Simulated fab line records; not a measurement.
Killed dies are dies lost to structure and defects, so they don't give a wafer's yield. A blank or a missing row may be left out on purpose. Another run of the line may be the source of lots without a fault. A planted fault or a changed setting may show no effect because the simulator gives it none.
fab line records	flow n5_finfet
record: lots: 9	wafers: 27	last_day: 17
route steps=1938 shown HKMG_FIN@401 BEOL_M4@1111 PASSIVATION@1936
lots with no fault: from the same line, run without faults
start_h: hours from the record's first day to the start of the lot's first wafer shown	wait_h: hours from the lot's prior step to this one	" same as the row above	L1.1+2: a row that stands for several wafers	- value missing, or start not given	* or withheld: withheld	< > ~ a bound
route shown NAME@n: a module of which the file shows steps, and the number in the route of the first	usual: average and standard deviation across the fault-free wafers	same: alike in all rows	chamber/n: place in a boat	sites: per-site readings	_std_site: the values' standard deviation	_edge_site: mean of outer sites minus mean of inner sites	radius_mm: how far each site lies from the wafer's centre	mask NAME#n: copy n	behind: the most recent tool/chamber to have shaped the wafer	hold: cause of the lot's hold/its duration in hours/its outcome	device: transistor that didn't switch, given as n, p or np	end of line: the tests these same wafers got at the end of their route	where a step has no rows: the recipe by itself	killed: dies that structure and defects cost at the first sort, which is not the same as the wafer's yield	map: a wafer's dies, marking killed ones x, the rest . and places with no die _
set.NAME: the setting that was run; set.NAME@STEP: the one run at that earlier step	model.NAME: the simulator's own value behind a step, which no gauge read
the route's steps for a sample of lots (tables are steps, rows are wafers)
services: from which hour (start_h, from the record's first day; less than 0 if before it) a tool's chamber was out of use, for how many hours, and why
== steps ==
step: N5_HKMG_FIN_DESCUM_53
recipe: chemistry: O2	time_s: 7.9	source_power_w: 50	bias_power_w: 20	pressure_mtorr: 20	rf_frequency_hz: 2.712e+07	temp_c: 40	resist: CAR-ArF	o2_flow_sccm: 225
usual: drypump_motor_current_A: 5.9/0.39	oes_product_au: 0.74/0.064	rf_vpp_V: 243.4/1.2	showerhead_plenum_p_Torr: 2.10/0.05	temp_c: 40.01/0.12	throttle_valve_pct: 20.51/0.12
lot.wafer	tool	chamber	start_h	wait_h	drypump_motor_current_A	oes_product_au	rf_hours_counter_h	rf_vpp_V	showerhead_plenum_p_Torr	temp_c	throttle_valve_pct
L887.2	rie_diel-03	3	103.34	0.3	6.1	0.72	208	242.4	2.06	40.01	20.45
L887.3	"	1	"	"	6.0	0.69	223	241.8	2.07	39.98	20.73
L887.5	"	3	"	"	6.1	0.72	-	242.4	2.06	40.05	20.45
L889.2	rie_diel-03	0	114.62	0.2	5.5	0.71	207	244.4	2.16	39.81	20.34
L889.4	"	2	"	"	5.8	0.73	159	242.9	2.09	39.76	20.56
L889.5	"	1	"	"	6.0	0.70	-	243.3	2.06	39.85	20.73
L893.2	rie_diel-04	1	144.68	0.1	5.7	0.78	126	245.0	2.18	39.98	20.61
L893.4	"	3	"	"	6.1	0.69	241	242.6	2.06	40.00	20.50
L893.5	"	2	"	"	5.1	0.74	-	242.7	2.07	39.99	20.63
L894.2	rie_diel-04	3	151.61	0.0	6.0	0.70	244	242.0	2.06	40.20	20.52
L894.4	"	2	"	"	5.1	0.74	179	242.6	2.07	39.85	20.63
L894.6	"	0	"	"	5.4	0.71	-	243.8	2.07	40.06	20.42
L895.2	rie_diel-04	0	153.88	0.0	5.4	0.70	218	242.6	2.07	39.96	20.42
L895.3	"	3	"	"	6.0	0.70	244	242.6	2.06	39.72	20.52
L895.4	"	2	"	"	5.2	0.74	180	243.9	2.07	40.03	20.65
L897.1	rie_diel-04	0	163.65	0.0	5.4	0.70	221	243.6	2.07	40.21	20.43
L897.3	"	2	"	"	5.2	0.74	184	242.5	2.07	39.99	20.64
L897.4	"	1	"	"	5.7	0.78	133	245.4	2.18	39.83	20.60
L902.2	rie_diel-03	2	197.65	0.0	5.8	0.70	190	240.7	2.08	40.02	20.61
L902.3	"	3	"	"	6.1	0.69	244	240.8	2.05	40.10	20.51
L902.5	"	2	"	"	5.8	0.70	-	243.7	2.08	39.99	20.62
L903.2	rie_diel-03	3	201.98	0.3	6.1	0.69	245	242.6	2.05	40.05	20.51
L903.4	"	3	"	"	6.2	0.68	-	242.5	2.05	39.93	20.50
L903.6	"	0	"	"	5.5	0.68	-	243.1	2.15	40.07	20.40
L905.1	rie_diel-01	1	215.10	0.0	6.6	0.71	213	242.2	2.06	40.08	20.63
L905.2	"	0	"	"	6.4	0.87	44	245.5	2.21	39.92	20.48
L905.4	"	3	"	"	6.1	0.84	68	243.5	2.12	40.17	20.55
step: N5_HKMG_FIN_CVD_62
recipe: material: a-Si	target_thk_a: 30	temp_c: 500	precursor: Si2H6	pressure_torr: 1	time_s: 20.8
usual: heater_power_w: 1390/89
lot.wafer	tool	chamber	start_h	wait_h	heater_power_w
L887.2	thermal_cvd_si-02	2	105.07	0.2	1328
L887.3	"	0	"	"	1459
L887.5	"	0	"	"	1475
L889.2	thermal_cvd_si-02	0	116.35	0.2	1451
L889.4	"	0	"	"	1478
L889.5	"	1	"	"	1438
L893.2	thermal_cvd_si-02	1	146.40	0.2	1435
L893.4	"	1	"	"	1426
L893.5	"	0	"	"	1493
L894.2	thermal_cvd_si-01	2	153.33	0.2	1279
L894.4	"	2	"	"	1290
L894.6	"	0	"	"	1253
L895.2	thermal_cvd_si-02	0	155.61	0.2	1502
L895.3	"	1	"	"	1464
L895.4	"	0	"	"	1452
L897.1	thermal_cvd_si-02	0	165.38	0.2	1451
L897.3	"	2	"	"	1376
L897.4	"	0	"	"	1501
L902.2	thermal_cvd_si-01	0	199.38	0.2	1236
L902.3	"	2	"	"	1312
L902.5	"	1	"	"	1476
L903.2	thermal_cvd_si-02	0	203.86	0.2	1426
L903.4	"	0	"	"	1443
L903.6	"	2	"	"	1368
L905.1	thermal_cvd_si-02	0	216.82	0.2	1428
L905.2	"	2	"	"	1332
L905.4	"	2	"	"	1370
step: N5_HKMG_FIN_ALD_36
recipe: material: TiN	target_thk_a: 10	temp_c: 400	ald_precursor_family: TiCl4	ald_co_reactant: NH3	pulse_time_s: 1	purge_time_s: 3	co_reactant_purge_time_s: 2	co_reactant_pulse_time_s: 2	ald_cycles: 47	pressure_torr: 3
usual: ald_cycles: 47/0	heater_power_w: 906/94	precursor_pulse_height_rel: 1.002/0.021
lot.wafer	tool	chamber	start_h	wait_h	ald_cycles	heater_power_w	precursor_pulse_height_rel
L887.2	ald_metal-01	2	105.48	0.0	47	934	0.994
L887.3	"	0	"	"	47	977	1.027
L887.5	"	1	"	"	47	985	1.009
L889.2	ald_metal-01	1	116.90	0.0	47	967	1.022
L889.4	"	3	"	"	47	836	1.013
L889.5	"	0	"	"	47	977	0.992
L893.2	ald_metal-01	0	146.85	0.0	47	980	1.002
L893.4	"	1	"	"	47	981	0.957
L893.5	"	2	"	"	47	934	0.995
L894.2	ald_metal-01	3	153.77	0.0	35	824	1.013
L894.4	"	0	"	"	47	972	1.018
L894.6	"	3	"	"	35	810	0.968
L895.2	ald_metal-01	3	156.06	0.0	35	844	1.003
L895.3	"	0	"	"	47	945	0.960
L895.4	"	0	"	"	47	941	1.004
L897.1	ald_metal-04	2	165.90	0.0	47	754	0.998
L897.3	"	1	"	"	47	1018	1.002
L897.4	"	0	"	"	47	930	0.987
L902.2	ald_metal-03	3	199.79	0.0	47	1058	1.020
L902.3	"	2	"	"	47	819	1.052
L902.5	"	3	"	"	47	1060	1.045
L903.2	ald_metal-04	2	204.25	0.0	47	762	1.008
L903.4	"	3	"	"	47	840	0.987
L903.6	"	2	"	"	47	753	1.007
L905.1	ald_metal-04	3	217.22	0.0	47	858	1.014
L905.2	"	2	"	"	47	744	1.030
L905.4	"	1	"	"	47	1017	1.037
step: N5_HKMG_FIN_CD_MEAS_12
recipe: target_cd_nm: 92.8	landing_energy_ev: 500	detector: se_inlens
usual: cd_nm: 92.7/0.52
lot.wafer	tool	chamber	start_h	wait_h	cd_nm
L887.2	cd_sem-02	0	106.51	-	91.9
L887.3	"	0	"	"	92.1
L887.5	"	0	"	"	92.5
L889.2	cd_sem-02	0	131.38	-	92.4
L889.4	"	0	"	"	92.5
L889.5	"	0	"	"	92.7
L893.2	cd_sem-03	0	147.88	-	93.1
L893.4	"	0	"	"	92.5
L893.5	"	0	"	"	92.4
L894.2	cd_sem-01	0	154.81	-	92.8
L894.4	"	0	"	"	92.3
L894.6	"	0	"	"	93.2
L895.2	cd_sem-03	0	157.10	-	93.1
L895.3	"	0	"	"	92.5
L895.4	"	0	"	"	92.2
L897.1	cd_sem-03	0	166.93	-	92.8
L897.3	"	0	"	"	92.4
L897.4	"	0	"	"	92.2
L902.2	cd_sem-03	0	200.95	-	93.3
L902.3	"	0	"	"	93.2
L902.5	"	0	"	"	93.2
L903.2	cd_sem-03	0	205.42	-	93.0
L903.4	"	0	"	"	93.6
L903.6	"	0	"	"	93.4
L905.1	cd_sem-03	0	218.38	-	92.9
L905.2	"	0	"	"	93.7
L905.4	"	0	"	"	93.6
step: N5_BEOL_M4_RC_MEAS_101
usual: DIBL_N: 36.3/1.2	DIBL_P: 36.7/1.5	IOFF_N: 0.164/0.02	IOFF_P: 0.214/0.024	IOFF_P_85C: 3.7/0.34	IOFF_P_LIN: 0.101/0.009	IOFF_P_LONG: 0.000107/6e-06	ION_N: 673/8.5	ION_P: 461/5.9	SS_N: 71.6/0.44	SS_P: 73.3/0.55	VT_N: 249.4/2.4	VT_P: -250.0/2.3	VT_P_LONG: -274.8/2.3	VT_P_LVT: -98.8/2.4
lot.wafer	tool	chamber	start_h	wait_h	DIBL_N[mV/V]	DIBL_P[mV/V]	IOFF_N[nA/um]	IOFF_P[nA/um]	IOFF_P_85C[nA/um]	IOFF_P_LIN[nA/um]	IOFF_P_LONG[nA/um]	ION_N[uA/um]	ION_P[uA/um]	SS_N[mV/dec]	SS_P[mV/dec]	VT_N[mV]	VT_P[mV]	VT_P_LONG[mV]	VT_P_LVT[mV]
L887.2	prober-01	0	205.67	0.2	37.4	37.3	0.179	0.263	4.5	0.124	0.000117	691	480	71.8	73.7	247.9	-244.0	-271.7	-92.5
L887.3	"	0	"	"	37.9	38.3	0.193	0.274	4.6	0.126	0.000116	672	466	72.1	74.0	243.3	-242.7	-269.9	-92.1
L887.5	"	0	"	"	36.1	36.5	0.152	0.238	4.0	0.113	0.000119	689	474	71.8	73.6	246.9	-246.4	-270.0	-94.2
L889.2	prober-02	0	225.39	0.2	34.4	35.5	0.140	0.198	3.4	0.098	0.00011	668	457	71.3	72.5	252.3	-248.4	-273.7	-99.3
L889.4	"	0	"	"	36.3	37.5	0.174	0.229	3.9	0.107	0.000106	675	464	71.7	73.4	248.8	-248.3	-275.1	-98.5
L889.5	"	0	"	"	35.7	36.6	0.159	0.215	3.7	0.103	0.000107	668	458	71.5	73.4	250.5	-249.8	-274.9	-98.3
L893.2	prober-02	0	233.36	0.2	38.5	39.1	0.217	0.266	4.5	0.119	0.000103	692	470	72.3	74.8	247.0	-248.6	-275.4	-96.9
L893.4	"	0	"	"	36.8	37.5	0.172	0.242	4.1	0.110	0.000106	673	459	72.2	74.5	250.8	-247.8	-275.5	-97.9
L893.5	"	0	"	"	35.9	35.4	0.151	0.201	3.6	0.097	0.000107	667	456	71.6	73.4	251.7	-251.3	-271.9	-99.7
L894.2	prober-02	0	247.90	0.2	37.8	36.6	0.164	0.141	2.6	0.068	8e-05	673	441	71.4	73.5	248.8	-261.0	-284.8	-110.2
L894.4	"	0	"	"	36.2	35.0	0.148	0.183	3.3	0.091	0.000101	663	451	71.5	73.3	250.9	-253.0	-277.9	-101.8
L894.6	"	0	"	"	37.2	35.5	0.161	0.142	2.7	0.068	7.8e-05	663	436	72.0	73.1	250.2	-258.8	-287.1	-110.0
L895.2	prober-02	0	254.19	0.2	36.5	37.6	0.160	0.133	2.5	0.064	8e-05	662	437	71.1	73.3	250.8	-262.1	-287.2	-108.8
L895.3	"	0	"	"	37.9	39.0	0.177	0.217	3.8	0.101	0.000101	671	462	71.5	73.3	249.7	-253.4	-276.9	-97.2
L895.4	"	0	"	"	38.2	39.6	0.188	0.213	3.7	0.098	9.8e-05	659	452	72.3	73.2	244.9	-249.8	-279.6	-97.3
L897.1	prober-02	0	259.92	0.0	36.7	37.1	0.162	0.224	3.9	0.108	0.000109	672	470	71.6	73.3	249.7	-247.1	-273.0	-99.1
L897.3	"	0	"	"	35.7	36.7	0.147	0.218	3.8	0.107	0.000111	673	466	71.1	73.3	252.8	-246.9	-272.7	-100.9
L897.4	"	0	"	"	34.9	35.7	0.131	0.195	3.5	0.098	0.000111	666	462	71.6	73.3	253.9	-247.2	-273.5	-101.0
L902.2	prober-02	0	286.32	0.2	38.6	37.3	0.201	0.240	4.0	0.112	0.00011	679	465	71.2	73.5	245.6	-246.5	-273.4	-96.5
L902.3	"	0	"	"	36.9	36.2	0.162	0.213	3.7	0.102	0.000108	664	454	70.9	73.0	249.2	-248.0	-273.1	-97.6
L902.5	"	0	"	"	39.0	37.4	0.196	0.229	3.9	0.107	0.000106	666	460	71.8	73.7	246.6	-249.1	-273.4	-96.6
L903.2	prober-01	0	300.19	0.2	36.0	36.4	0.163	0.219	3.8	0.104	0.000112	675	461	71.3	73.2	246.9	-248.3	-273.8	-96.0
L903.4	"	0	"	"	37.5	38.9	0.194	0.256	4.2	0.114	0.000111	671	460	71.9	73.7	245.0	-248.7	-274.8	-95.6
L903.6	"	0	"	"	36.9	38.2	0.180	0.244	4.1	0.112	0.000113	674	465	71.4	73.9	247.3	-248.9	-275.3	-94.7
L905.1	prober-02	0	307.18	0.0	36.3	38.1	0.159	0.214	3.7	0.102	0.000105	680	465	71.2	73.8	251.0	-251.5	-273.9	-100.1
L905.2	"	0	"	"	36.1	38.3	0.160	0.214	3.7	0.102	0.000107	672	465	71.2	73.3	251.5	-250.7	-275.6	-99.9
L905.4	"	0	"	"	38.6	40.1	0.200	0.258	4.4	0.116	0.000107	682	469	72.3	74.7	247.2	-249.7	-276.1	-98.3
step: N5_PASSIVATION_PROBE_49
usual: defect_limited_yield: 91.2/1.5	killed_at_M0_to_M3: 35/11	killed_at_M4_up: 13/5.6	killed_at_contacts: 13/6.3	killed_at_front_end: 38/12	killed_at_other: 3.7/2.9	killed_dies: 104/18	killed_open: 69/13	killed_short: 34/8.3	sort_bin_5_function: 5.2/0.95	sort_bin_6_memory: 3.3/0.68	sort_bin_8_speed: 0/0	sort_n_pass: 1076/18	sort_yield_pct: 91.2/1.5
same: gross_dies: 1180	killed_at_back_side: 0	sort_bin_4_leakage[%]: 0
lot.wafer	tool	chamber	start_h	wait_h	defect_limited_yield[%]	killed_at_M0_to_M3	killed_at_M4_up	killed_at_contacts	killed_at_front_end	killed_at_other	killed_dies	killed_open	killed_short	sort_bin_5_function[%]	sort_bin_6_memory[%]	sort_bin_8_speed[%]	sort_n_pass	sort_yield_pct[%]
L887.2	prober-01	-	311.56	0.1	92.3	29	16	9	33	4	91	62	26	4.3	3.1	0	1089	92.3
L887.3	prober-01	-	311.61	0.1	91.8	33	12	21	29	2	97	63	31	5.0	3.1	0	1083	91.8
L887.5	prober-01	-	311.71	0.2	93.6	41	7	17	10	1	76	49	23	3.5	2.7	0	1104	93.6
L889.2	prober-02	-	333.00	0.1	90.2	29	10	10	65	2	116	76	39	5.4	4.0	0	1064	90.2
L889.4	prober-02	-	333.10	0.2	91.2	32	12	14	46	0	104	75	28	5.7	2.9	0	1076	91.2
L889.5	prober-02	-	333.15	0.2	87.1	49	17	25	59	2	152	98	52	7.7	4.6	0	1028	87.1
L893.2	prober-01	-	341.59	0.1	91.9	11	19	5	60	0	95	63	32	5.1	2.8	0	1085	91.9
L893.4	prober-01	-	341.69	0.2	91.1	25	17	10	46	7	105	65	39	5.8	2.8	0	1075	91.1
L893.5	prober-01	-	341.74	0.2	90.7	24	12	14	60	0	110	83	26	5.8	3.5	0	1070	90.7
L894.2	prober-01	-	349.91	0.1	93.1	34	12	0	33	2	81	57	23	4.4	1.9	0.17	1097	93.0
L894.4	prober-01	-	350.01	0.2	87.1	42	20	12	76	2	152	107	42	7.8	5.0	0	1028	87.1
L894.6	prober-01	-	350.11	0.3	88.7	52	24	15	39	3	133	85	48	6.6	4.2	0.51	1041	88.2
L895.2	prober-01	-	359.80	0.1	89.9	50	17	10	41	1	119	73	45	5.6	4.0	1.78	1040	88.1
L895.3	prober-01	-	359.85	0.1	90.0	47	15	12	42	2	118	78	39	5.2	4.5	0	1062	90.0
L895.4	prober-01	-	359.90	0.2	91.0	32	10	13	47	4	106	70	36	5.2	3.6	0	1074	91.0
L897.1	prober-01	-	364.72	0.0	86.9	61	13	10	68	2	154	93	61	7.9	4.6	0	1026	86.9
L897.3	prober-01	-	364.82	0.1	91.4	30	11	13	46	1	101	59	42	4.6	3.6	0	1079	91.4
L897.4	prober-01	-	364.87	0.2	86.9	50	14	3	84	4	155	101	53	7.3	5.4	0	1025	86.9
L902.2	prober-02	-	397.98	0.6	88.6	45	9	15	64	1	134	74	60	7.4	3.5	0	1046	88.6
L902.3	prober-02	-	398.03	0.7	90.4	33	7	11	62	0	113	69	43	5.2	3.8	0	1067	90.4
L902.5	prober-02	-	398.13	0.8	91.6	31	11	12	42	3	99	63	36	5.6	2.5	0	1081	91.6
L903.2	prober-01	-	409.89	0.1	89.3	46	11	18	49	2	126	90	32	6.4	3.6	0	1054	89.3
L903.4	prober-01	-	409.99	0.2	91.1	37	12	13	37	6	105	68	33	5.6	3.2	0	1075	91.1
L903.6	prober-01	-	410.09	0.3	91.7	25	14	14	43	2	98	66	30	4.7	3.0	0	1082	91.7
L905.1	prober-01	-	411.86	0.0	92.0	20	18	17	34	5	94	62	32	4.3	3.3	0	1086	92.0
L905.2	prober-01	-	411.91	0.1	91.5	28	15	15	39	3	100	68	31	4.7	3.4	0	1080	91.5
L905.4	prober-01	-	412.01	0.2	92.3	18	15	17	32	9	91	63	28	4.7	2.8	0	1089	92.3
killed by level:class
L887.2 FIN_SAQP:geometric_particle:open=9 BEOL_M1:geometric_particle:open=7 BEOL_M4:geometric_particle:open=7 MOL_CONTACT_COAG:geometric_particle:open=6 BEOL_M0_SAQP:geometric_particle:open=6 STI_FIN_REVEAL:geometric_particle:open=5 BEOL_M0_SAQP:geometric_particle:short=5 FIN_SAQP:geometric_particle:short=4
L887.3 MOL_CONTACT_COAG:geometric_particle:open=16 BEOL_M0_SAQP:geometric_particle:short=11 BEOL_M0_SAQP:geometric_particle:open=8 STI_FIN_REVEAL:geometric_particle:open=7 FIN_SAQP:geometric_particle:open=5 MOL_CONTACT_COAG:geometric_particle:short=5 GATE_CUT:geometric_particle:short=4 BEOL_M1:geometric_particle:open=4
L887.5 MOL_CONTACT_COAG:geometric_particle:open=13 BEOL_M0_SAQP:geometric_particle:open=11 BEOL_M0_SAQP:geometric_particle:short=10 BEOL_M3:geometric_particle:open=8 BEOL_M1:geometric_particle:open=4 MOL_CONTACT_COAG:geometric_particle:short=3 BEOL_M2:geometric_particle:open=3 FIN_SAQP:geometric_particle:short=2
L889.2 FIN_SAQP:geometric_particle:short=17 FIN_SAQP:geometric_particle:open=16 STI_FIN_REVEAL:geometric_particle:open=12 MOL_CONTACT_COAG:geometric_particle:open=8 BEOL_M0_SAQP:geometric_particle:open=8 GATE_CUT:geometric_particle:short=5 BEOL_M0_SAQP:geometric_particle:short=5 STARTING-WAFER:geometric_particle:open=5
L889.4 FIN_SAQP:geometric_particle:open=13 MOL_CONTACT_COAG:geometric_particle:open=12 STI_FIN_REVEAL:geometric_particle:open=11 FIN_SAQP:geometric_particle:short=10 BEOL_M0_SAQP:geometric_particle:open=8 BEOL_M0_SAQP:geometric_particle:short=7 BEOL_M1:geometric_particle:open=6 BEOL_M4:geometric_particle:open=5
L889.5 FIN_SAQP:geometric_particle:short=24 MOL_CONTACT_COAG:geometric_particle:open=21 BEOL_M2:geometric_particle:open=12 FIN_SAQP:geometric_particle:open=11 BEOL_M0_SAQP:geometric_particle:open=11 BEOL_M0_SAQP:geometric_particle:short=11 BEOL_M4:geometric_particle:open=6 BEOL_M3:geometric_particle:open=6
L893.2 STI_FIN_REVEAL:geometric_particle:open=19 FIN_SAQP:geometric_particle:open=16 BEOL_M4:geometric_particle:open=8 FIN_SAQP:geometric_particle:short=8 BEOL_M0_SAQP:geometric_particle:short=4 BEOL_M8:geometric_particle:short=3 MOL_CONTACT_COAG:geometric_particle:short=3 BEOL_M8:geometric_particle:open=3
L893.4 FIN_SAQP:geometric_particle:short=12 BEOL_M0_SAQP:geometric_particle:open=10 FIN_SAQP:geometric_particle:open=8 MOL_CONTACT_COAG:geometric_particle:open=8 BEOL_M0_SAQP:geometric_particle:short=7 BEOL_M4:geometric_particle:open=7 GATE_CUT:geometric_particle:short=6 GATE_CUT:geometric_particle:open=5
L893.5 FIN_SAQP:geometric_particle:open=22 STI_FIN_REVEAL:geometric_particle:open=14 MOL_CONTACT_COAG:geometric_particle:open=11 BEOL_M1:geometric_particle:open=9 FIN_SAQP:geometric_particle:short=6 BEOL_M7:geometric_particle:open=5 BEOL_M3:geometric_particle:open=5 DUMMY_GATE:geometric_particle:open=4
L894.2 BEOL_M0_SAQP:geometric_particle:open=15 FIN_SAQP:geometric_particle:open=8 FIN_SAQP:geometric_particle:short=5 BEOL_M2:geometric_particle:open=5 GATE_CUT:geometric_particle:short=4 BEOL_M0_SAQP:geometric_particle:short=4 DUMMY_GATE:geometric_particle:open=3 BEOL_M0:geometric_particle:open=3
L894.4 FIN_SAQP:geometric_particle:open=32 FIN_SAQP:geometric_particle:short=21 BEOL_M0_SAQP:geometric_particle:open=15 MOL_CONTACT_COAG:geometric_particle:open=11 BEOL_M0_SAQP:geometric_particle:short=9 BEOL_M4:geometric_particle:open=8 GATE_CUT:geometric_particle:open=7 STI_FIN_REVEAL:geometric_particle:open=6
L894.6 MOL_CONTACT_COAG:geometric_particle:open=12 BEOL_M0_SAQP:geometric_particle:short=11 BEOL_M0_SAQP:geometric_particle:open=11 BEOL_M4:geometric_particle:open=11 BEOL_M1:geometric_particle:open=8 BEOL_M2:geometric_particle:open=7 BEOL_M3:geometric_particle:open=7 STI_FIN_REVEAL:geometric_particle:open=5
L895.2 STI_FIN_REVEAL:geometric_particle:open=12 BEOL_M2:geometric_particle:open=10 BEOL_M0_SAQP:geometric_particle:open=10 BEOL_M1:geometric_particle:open=9 BEOL_M4:geometric_particle:open=9 STI_FIN_REVEAL:geometric_particle:short=8 BEOL_M0_SAQP:geometric_particle:short=8 MOL_CONTACT_COAG:geometric_particle:short=5
L895.3 BEOL_M1:geometric_particle:open=16 BEOL_M0_SAQP:geometric_particle:short=12 FIN_SAQP:geometric_particle:open=10 STI_FIN_REVEAL:geometric_particle:open=10 MOL_CONTACT_COAG:geometric_particle:open=9 BEOL_M0_SAQP:geometric_particle:open=8 FIN_SAQP:geometric_particle:short=5 BEOL_M5:geometric_particle:open=5
L895.4 STI_FIN_REVEAL:geometric_particle:open=19 BEOL_M1:geometric_particle:open=10 MOL_CONTACT_COAG:geometric_particle:open=10 BEOL_M3:geometric_particle:open=8 FIN_SAQP:geometric_particle:open=6 FIN_SAQP:geometric_particle:short=6 BEOL_M0_SAQP:geometric_particle:open=4 BEOL_M5:geometric_particle:short=4
L897.1 BEOL_M0_SAQP:geometric_particle:short=22 FIN_SAQP:geometric_particle:open=19 BEOL_M0_SAQP:geometric_particle:open=19 FIN_SAQP:geometric_particle:short=11 BEOL_M3:geometric_particle:open=9 STI_FIN_REVEAL:geometric_particle:open=8 MOL_CONTACT_COAG:geometric_particle:open=8 DUMMY_GATE:geometric_particle:open=5
L897.3 FIN_SAQP:geometric_particle:short=16 BEOL_M2:geometric_particle:open=11 MOL_CONTACT_COAG:geometric_particle:open=10 FIN_SAQP:geometric_particle:open=8 STI_FIN_REVEAL:geometric_particle:open=7 BEOL_M4:geometric_particle:open=6 GATE_CUT:geometric_particle:short=6 BEOL_M2:geometric_particle:short=4
L897.4 FIN_SAQP:geometric_particle:open=21 BEOL_M0_SAQP:geometric_particle:open=17 FIN_SAQP:geometric_particle:short=14 STI_FIN_REVEAL:geometric_particle:open=13 BEOL_M0_SAQP:geometric_particle:short=9 BEOL_M2:geometric_particle:open=7 BEOL_M4:geometric_particle:open=7 STARTING-WAFER:geometric_particle:short=6
L902.2 FIN_SAQP:geometric_particle:short=18 FIN_SAQP:geometric_particle:open=15 BEOL_M0_SAQP:geometric_particle:short=13 STI_FIN_REVEAL:geometric_particle:open=12 MOL_CONTACT_COAG:geometric_particle:open=12 BEOL_M0_SAQP:geometric_particle:open=11 BEOL_M0:geometric_particle:short=8 BEOL_M4:geometric_particle:open=7
L902.3 FIN_SAQP:geometric_particle:short=20 FIN_SAQP:geometric_particle:open=18 STI_FIN_REVEAL:geometric_particle:open=14 BEOL_M0_SAQP:geometric_particle:short=12 MOL_CONTACT_COAG:geometric_particle:open=9 BEOL_M0_SAQP:geometric_particle:open=9 BEOL_M3:geometric_particle:open=4 GATE_CUT:geometric_particle:open=3
L902.5 STI_FIN_REVEAL:geometric_particle:open=13 MOL_CONTACT_COAG:geometric_particle:open=12 BEOL_M0_SAQP:geometric_particle:short=9 FIN_SAQP:geometric_particle:short=7 BEOL_M0_SAQP:geometric_particle:open=7 BEOL_M4:geometric_particle:open=6 BEOL_M2:geometric_particle:open=5 FIN_SAQP:geometric_particle:open=4
L903.2 MOL_CONTACT_COAG:geometric_particle:open=14 FIN_SAQP:geometric_particle:open=11 BEOL_M0_SAQP:geometric_particle:open=11 STI_FIN_REVEAL:geometric_particle:open=10 BEOL_M0:geometric_particle:open=7 BEOL_M2:geometric_particle:open=7 BEOL_M0_SAQP:geometric_particle:short=6 DUMMY_GATE:geometric_particle:open=5
L903.4 MOL_CONTACT_COAG:geometric_particle:open=12 FIN_SAQP:geometric_particle:open=9 BEOL_M0_SAQP:geometric_particle:open=9 FIN_SAQP:geometric_particle:short=8 BEOL_M3:geometric_particle:open=6 BEOL_M0_SAQP:geometric_particle:short=5 BEOL_M1:geometric_particle:open=5 STI_FIN_REVEAL:geometric_particle:open=4
L903.6 FIN_SAQP:geometric_particle:open=11 FIN_SAQP:geometric_particle:short=9 MOL_CONTACT_COAG:geometric_particle:open=9 STI_FIN_REVEAL:geometric_particle:open=8 BEOL_M1:geometric_particle:open=7 BEOL_M3:geometric_particle:open=6 GATE_CUT:geometric_particle:short=5 MOL_CONTACT_COAG:geometric_particle:short=5
L905.1 STI_FIN_REVEAL:geometric_particle:open=15 MOL_CONTACT_COAG:geometric_particle:open=13 BEOL_M4:geometric_particle:open=6 GATE_CUT:geometric_particle:short=5 BEOL_M2:geometric_particle:open=5 MOL_CONTACT_COAG:geometric_particle:short=4 BEOL_M2:geometric_particle:short=4 BEOL_M3:geometric_particle:open=4
L905.2 FIN_SAQP:geometric_particle:short=17 BEOL_M2:geometric_particle:open=13 FIN_SAQP:geometric_particle:open=11 MOL_CONTACT_COAG:geometric_particle:open=10 BEOL_M0_SAQP:geometric_particle:open=6 BEOL_M4:geometric_particle:open=5 MOL_CONTACT_COAG:geometric_particle:short=4 BEOL_M0_SAQP:geometric_particle:short=4
L905.4 MOL_CONTACT_COAG:geometric_particle:open=15 BEOL_M2:geometric_particle:open=11 STI_FIN_REVEAL:geometric_particle:open=7 BEOL_M4:geometric_particle:open=7 FIN_SAQP:geometric_particle:short=6 FIN_SAQP:geometric_particle:open=6 GATE_CUT:geometric_particle:short=5 BEOL_M0_SAQP:geometric_particle:short=5
== services ==
tool	chamber	start_h	hours	kind
rie_diel-03	3	90.78	8.7	repair
ald_metal-01	-	97.34	2.8	pm
thermal_cvd_si-01	-	104.44	2.4	repair
ald_metal-04	-	110.42	12.1	repair
rie_diel-03	2	120.65	6.2	repair
rie_diel-01	1	121.10	5.2	repair
ald_metal-01	0	132.30	3.4	repair
ald_metal-03	3	141.46	3.9	repair
thermal_cvd_si-02	2	142.55	13.1	repair
rie_diel-03	0	155.80	6.7	repair
ald_metal-01	1	155.90	6.0	repair
ald_metal-03	1	160.26	65.4	repair
rie_diel-04	3	168.49	-	clean
rie_diel-04	3	168.49	-	consumable_replace:focus_ring
rie_diel-04	3	168.49	13.4	scheduled_down
rie_diel-04	3	168.49	13.4	vent_cycle
thermal_cvd_si-01	2	178.92	2.6	repair
rie_diel-03	1	180.59	-	clean
rie_diel-03	1	180.59	-	consumable_replace:focus_ring
rie_diel-03	1	180.59	22.5	scheduled_down
rie_diel-03	1	180.59	22.5	vent_cycle
thermal_cvd_si-01	-	201.19	2.8	pm
thermal_cvd_si-02	-	211.27	2.7	repair
rie_diel-03	3	213.59	-	clean
== key ==
first_sign: step: N5_HKMG_FIN_ALD_36	reading: ald_cycles	direction: down	sigmas: 99+	usual: *	struck: *
effect: step: N5_BEOL_M4_RC_MEAS_101	reading: VT_P_LONG	direction: down	sigmas: 5	usual: -274.8	struck: -286.4
effect: step: N5_BEOL_M4_RC_MEAS_101	reading: IOFF_P_LONG	direction: down	sigmas: 4.7	usual: 0.000107	struck: 7.9e-05
effect: step: N5_BEOL_M4_RC_MEAS_101	reading: VT_P_LVT	direction: down	sigmas: 4.6	usual: -98.8	struck: -109.7
effect: step: N5_BEOL_M4_RC_MEAS_101	reading: VT_P	direction: down	sigmas: 4.6	usual: -250.0	struck: -260.6
effect: step: N5_BEOL_M4_RC_MEAS_101	reading: ION_P	direction: down	sigmas: 3.9	usual: 461	struck: 438
effect: step: N5_BEOL_M4_RC_MEAS_101	reading: IOFF_P_LIN	direction: down	sigmas: 3.9	usual: 0.101	struck: 0.067
effect: step: N5_BEOL_M4_RC_MEAS_101	reading: IOFF_P_85C	direction: down	sigmas: 3.2	usual: 3.7	struck: 2.6
effect: step: N5_BEOL_M4_RC_MEAS_101	reading: IOFF_P	direction: down	sigmas: 3.2	usual: 0.214	struck: 0.138
effect: step: N5_PASSIVATION_PROBE_49	reading: sort_bin_8_speed	direction: up	sigmas: 9.7	usual: 0	struck: 0.82
met_at N5_HKMG_FIN_ALD_36
struck_lots L894,L895
struck_wafers L894.2,L894.6,L895.2
not_acting_at N5_HKMG_FIN_DESCUM_53,N5_HKMG_FIN_CVD_62,N5_HKMG_FIN_CD_MEAS_12
onset_between 146.85 153.77
fault: kind: process_parameter_drift	tool: ald_metal-01	chamber: -	onset_h: 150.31	steps: N5_HKMG_FIN_ALD_36	channel: ald_cycles	offset: *	shape: step	end_h: 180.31	scope: struck_wafers_only	acts_in: *	stated: *
